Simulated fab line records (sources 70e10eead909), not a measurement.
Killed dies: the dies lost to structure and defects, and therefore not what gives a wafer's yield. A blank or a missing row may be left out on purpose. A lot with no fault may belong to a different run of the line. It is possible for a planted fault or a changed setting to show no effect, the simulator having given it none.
What tool caused it?    flow nandHarc    24 lots, 72 wafers sampled, at 5 steps of a route of 1302

WHAT THE GAUGES SHOWED, per wafer
NHARC_A_ZERO_WELL_CD_MEAS_10: the cd target is 2000 nm.
lot   measured      on        cdNm (nm)
L074  day 7 09:44   cdSem-01  1996.9 1999.7 1998.4
L075  day 7 11:23   cdSem-01  1997.4 2000.2 2000.7
L076  day 7 18:08   cdSem-01  2002.9 2000.6 2003.2
L077  day 7 22:33   cdSem-03  1998.8 1999.9 1998.3
L078  day 8 11:38   cdSem-03  2000.4 2003.0 1998.1
L079  day 8 23:44   cdSem-01  2001.3 2003.5 2003.1
L080  day 9 08:51   cdSem-01  2000.5 2001.2 2001.7
L081  day 9 20:55   cdSem-02  1999.9 2000.7 1999.2
L082  day 10 09:56  cdSem-01  1998.6 1999.8 1999.2
L083  day 10 13:49  cdSem-03  1999.5 1998.7 2001.9
L084  day 11 04:36  cdSem-03  1998.5 2000.5 2001.2
L085  day 11 13:40  cdSem-01  1996.8 2000.0 1999.5
L086  day 11 16:35  cdSem-02  1999.9 1997.8 1997.3
L087  day 12 02:50  cdSem-03  2001.6 1999.4 2001.0
L089  day 13 01:14  cdSem-02  2003.1 1999.7 2001.9
L088  day 13 02:34  cdSem-02  1998.5 1998.0 2000.1
L090  day 13 19:26  cdSem-02  2000.7 2001.0 2001.3
L091  day 13 20:19  cdSem-02  2001.7 2002.4 2000.6
L092  day 14 13:16  cdSem-01  1999.0 1997.9 1998.9
L093  day 14 18:10  cdSem-01  2000.0 1998.6 1997.6
L095  day 15 06:31  cdSem-02  1999.0 1997.4 1998.9
L094  day 15 07:25  cdSem-01  1997.9 1997.7 1998.4
L096  day 15 20:29  cdSem-03  1998.9 2001.5 2001.1
L097  day 16 08:09  cdSem-01  1998.4 2001.2 2001.0

NHARC_A_ONON_D1_THK_MEAS_30: measures by ellipsometry.
lot   measured      on            thkNm (nm)
L074  day 8 21:32   filmMetro-02  1002 1002 1002
L075  day 8 21:34   filmMetro-01  992 994 993
L076  day 9 05:19   filmMetro-02  999 999 999
L077  day 9 12:16   filmMetro-01  981 982 981
L078  day 10 04:38  filmMetro-01  1000 998 1000
L079  day 10 12:32  filmMetro-02  984 984 985
L080  day 10 20:59  filmMetro-02  999 998 1000
L081  day 11 10:29  filmMetro-02  986 986 985
L082  day 11 22:15  filmMetro-02  1006 1007 1007
L083  day 11 22:14  filmMetro-01  1009 1011 1011
L084  day 12 16:16  filmMetro-01  990 989 990
L085  day 13 00:18  filmMetro-02  1022 1023 1024
L086  day 13 10:21  filmMetro-01  1003 1004 1003
L087  day 13 14:47  filmMetro-01  997 998 998
L089  day 14 13:45  filmMetro-02  1018 1018 1018
L088  day 14 13:44  filmMetro-01  1012 1014 1014
L090  day 15 06:52  filmMetro-01  983 982 982
L091  day 15 06:52  filmMetro-02  991 990 992
L092  day 16 03:05  filmMetro-02  990 991 992
L093  day 16 03:05  filmMetro-01  1009 1008 1010
L095  day 16 20:50  filmMetro-01  1000 1000 1001
L094  day 16 20:51  filmMetro-01  996 996 996
L096  day 17 10:56  filmMetro-02  998 999 997
L097  day 17 19:55  filmMetro-02  989 988 987

WHAT TOOL EACH LOT RAN ON (gives the tool, then ch and the chambers of the sampled wafers, and finally the start)
lot   NHARC_P_M2_PVD_21                       NHARC_P_BONDPAD_CMP_32         NHARC_A_ZERO_WELL_ETCH_13
L074  pvdSputter-03, day 7 04:37 or earlier   cmp-04 ch 0,2,3, day 7 04:37   rieSi-05 ch 0,1,3, day 7 10:05
L075  pvdSputter-02, day 7 06:16 or earlier   cmp-03 ch 0,2, day 7 06:16     rieSi-03 ch 0,1,2, day 7 11:46
L076  pvdSputter-03, day 7 13:16 or earlier   cmp-04 ch 0,3, day 7 13:16     rieSi-05 ch 0,3, day 7 18:30
L077  pvdSputter-01, day 7 17:33 or earlier   cmp-02 ch 1,2, day 7 17:33     rieSi-05 ch 1,2,3, day 7 22:55
L078  pvdSputter-01, day 8 06:40 or earlier   cmp-04 ch 0,2,3, day 8 06:40   rieSi-05 ch 0,2,3, day 8 12:09
L079  pvdSputter-02, day 8 18:13 or earlier   cmp-03 ch 0,2,3, day 8 18:13   rieSi-05 ch 0,1,3, day 9 00:05
L080  pvdSputter-03, day 9 03:41 or earlier   cmp-04 ch 2,3, day 9 03:41     rieSi-03 ch 0,1, day 9 09:13
L081  pvdSputter-03, day 9 15:59 or earlier   cmp-02 ch 0,2, day 9 15:59     rieSi-05 ch 1,2, day 9 21:18
L082  pvdSputter-02, day 10 05:05 or earlier  cmp-02 ch 1,2,3, day 10 05:05  rieSi-05 ch 0,1,3, day 10 10:18
L083  pvdSputter-03, day 10 08:53 or earlier  cmp-03 ch 0,2,3, day 10 08:53  rieSi-03 ch 0,2, day 10 14:11
L084  pvdSputter-01, day 10 23:45 or earlier  cmp-02 ch 0,1,2, day 10 23:45  rieSi-05 ch 0,1, day 11 04:57
L085  pvdSputter-02, day 11 08:49 or earlier  cmp-04 ch 0,1,2, day 11 08:49  rieSi-03 ch 1,2, day 11 14:04
L086  pvdSputter-02, day 11 11:29 or earlier  cmp-02 ch 0,1,3, day 11 11:29  rieSi-05 ch 0,2,3, day 11 16:56
L087  pvdSputter-01, day 11 22:12 or earlier  cmp-04 ch 1,2,3, day 11 22:12  rieSi-03 ch 0,1,2, day 12 03:13
L089  pvdSputter-01, day 12 20:18 or earlier  cmp-02 ch 1,2, day 12 20:18    rieSi-03 ch 0,2, day 13 01:38
L088  pvdSputter-03, day 12 21:40 or earlier  cmp-04 ch 1,2, day 12 21:40    rieSi-05 ch 0,2,3, day 13 02:56
L090  pvdSputter-03, day 13 14:42 or earlier  cmp-04 ch 0,2, day 13 14:42    rieSi-03 ch 0,1,2, day 13 19:47
L091  pvdSputter-03, day 13 15:26 or earlier  cmp-02 ch 0,2,3, day 13 15:26  rieSi-04 ch 0,1,3, day 13 20:40
L092  pvdSputter-01, day 14 08:22 or earlier  cmp-03 ch 0,1,3, day 14 08:22  rieSi-05 ch 0,2,3, day 14 13:39
L093  pvdSputter-01, day 14 13:16 or earlier  cmp-02 ch 0,2,3, day 14 13:16  rieSi-03 ch 0,1,2, day 14 18:33
L095  pvdSputter-02, day 15 01:37 or earlier  cmp-04 ch 1,3, day 15 01:37    rieSi-05 ch 0,1,2, day 15 06:54
L094  pvdSputter-02, day 15 02:40 or earlier  cmp-03 ch 1,2,3, day 15 02:40  rieSi-03 ch 1,2,3, day 15 07:47
L096  pvdSputter-01, day 15 15:38 or earlier  cmp-02 ch 1,3, day 15 15:38    rieSi-03 ch 0,1,2, day 15 20:50
L097  pvdSputter-02, day 16 03:21 or earlier  cmp-02 ch 0,1,2, day 16 03:21  rieSi-04 ch 1,2,3, day 16 08:31
- NHARC_P_M2_PVD_21: deposits Cu, target thk 30 nm, time 20.49 s.
- NHARC_P_BONDPAD_CMP_32: polishes SiCN, target thk 200 nm.
- NHARC_A_ZERO_WELL_ETCH_13: etches the open film in HBr/Cl2, target depth 120 nm, time 40.1 s.

AS READ BY THE TOOLS THEMSELVES (means over the sampled wafers that have a number; for cases with no such wafer, the mark the record gives instead)
NHARC_P_M2_PVD_21.
lot   tool           throttleValvePct (%)
L074  pvdSputter-03  29.8
L075  pvdSputter-02  31.3
L076  pvdSputter-03  29.8
L077  pvdSputter-01  29.5
L078  pvdSputter-01  30.1
L079  pvdSputter-02  31.4
L080  pvdSputter-03  30.3
L081  pvdSputter-03  30.6
L082  pvdSputter-02  30.7
L083  pvdSputter-03  30.2
L084  pvdSputter-01  28.9
L085  pvdSputter-02  30.6
L086  pvdSputter-02  30.6
L087  pvdSputter-01  29.7
L089  pvdSputter-01  30.8
L088  pvdSputter-03  30.4
L090  pvdSputter-03  29.7
L091  pvdSputter-03  29.9
L092  pvdSputter-01  30.2
L093  pvdSputter-01  29.1
L095  pvdSputter-02  30.6
L094  pvdSputter-02  30.7
L096  pvdSputter-01  28.9
L097  pvdSputter-02  30.8

NHARC_P_BONDPAD_CMP_32.
lot   tool    motorCurrentA (A)
L074  cmp-04  12.8
L075  cmp-03  13.1
L076  cmp-04  12.9
L077  cmp-02  11.9
L078  cmp-04  12.2
L079  cmp-03  13.1
L080  cmp-04  12.2
L081  cmp-02  11.4
L082  cmp-02  12.5
L083  cmp-03  12.6
L084  cmp-02  11.8
L085  cmp-04  12.6
L086  cmp-02  11.5
L087  cmp-04  12.0
L089  cmp-02  12.7
L088  cmp-04  12.2
L090  cmp-04  12.7
L091  cmp-02  12.6
L092  cmp-03  11.6
L093  cmp-02  12.5
L095  cmp-04  12.6
L094  cmp-03  12.2
L096  cmp-02  12.5
L097  cmp-02  11.9

NHARC_A_ZERO_WELL_ETCH_13.
lot   tool      biasW (W)  chamberPressureMTorr (mTorr)  drypumpMotorCurrentA (A)  oesProductAu (a.u.)  throttleValvePct (%)
L074  rieSi-05  99.9       15.012                        5.4                       1.004                26.393
L075  rieSi-03  99.9       14.999                        6.0                       1.001                26.410
L076  rieSi-05  100.0      15.021                        5.4                       1.002                26.402
L077  rieSi-05  100.2      15.006                        5.4                       1.007                26.407
L078  rieSi-05  100.3      15.006                        5.4                       0.999                26.408
L079  rieSi-05  100.1      14.996                        5.4                       0.999                26.400
L080  rieSi-03  100.2      15.025                        5.8                       0.994                26.402
L081  rieSi-05  99.9       14.996                        5.4                       1.012                26.395
L082  rieSi-05  99.9       15.002                        5.4                       0.999                26.408
L083  rieSi-03  100.1      15.008                        5.9                       0.996                26.399
L084  rieSi-05  100.5      15.007                        5.4                       1.008                26.402
L085  rieSi-03  100.3      14.997                        6.1                       1.008                26.401
L086  rieSi-05  100.3      14.999                        5.4                       1.005                26.408
L087  rieSi-03  100.1      15.005                        5.9                       1.003                26.397
L089  rieSi-03  99.8       15.017                        5.8                       0.998                26.407
L088  rieSi-05  100.0      14.997                        5.4                       1.004                26.407
L090  rieSi-03  99.9       14.990                        6.0                       1.003                26.410
L091  rieSi-04  100.3      15.005                        5.2                       1.005                26.403
L092  rieSi-05  100.0      14.999                        5.4                       1.010                26.401
L093  rieSi-03  99.7       15.019                        6.0                       1.003                26.406
L095  rieSi-05  99.8       14.989                        5.4                       1.005                26.406
L094  rieSi-03  99.9       14.984                        6.1                       0.995                26.402
L096  rieSi-03  100.0      15.005                        6.0                       1.001                26.412
L097  rieSi-04  100.0      14.991                        5.2                       1.002                26.404

THE ANSWER, worked out from the rows above alone
Rule: usual is defined by the lots themselves. The widest of any qualifying gaps counts: lots, ordered by their means at a reading, are off when they make up no more than a third of the lots, leave a main group of 4 or more, and stand apart from it by 3 or more times the standard deviation of that group's means. If all means in a main group match to the digits the tables above print for the reading, that group is not used. Also off: a lot with no number at a reading for which 4 or more lots have one. The other lots that the step has rows for count as sound. The gauges are gone through in route order, then the tools' own readings, and for those a lot's mean is taken as printed above. The first step at which some lot is off is used, and at that step the reading that is off furthest; a lot without a number counts as furthest.
None of the lots is off at any reading shown; this tells nothing.

WHAT WAS PUT IN BY THE SIMULATOR
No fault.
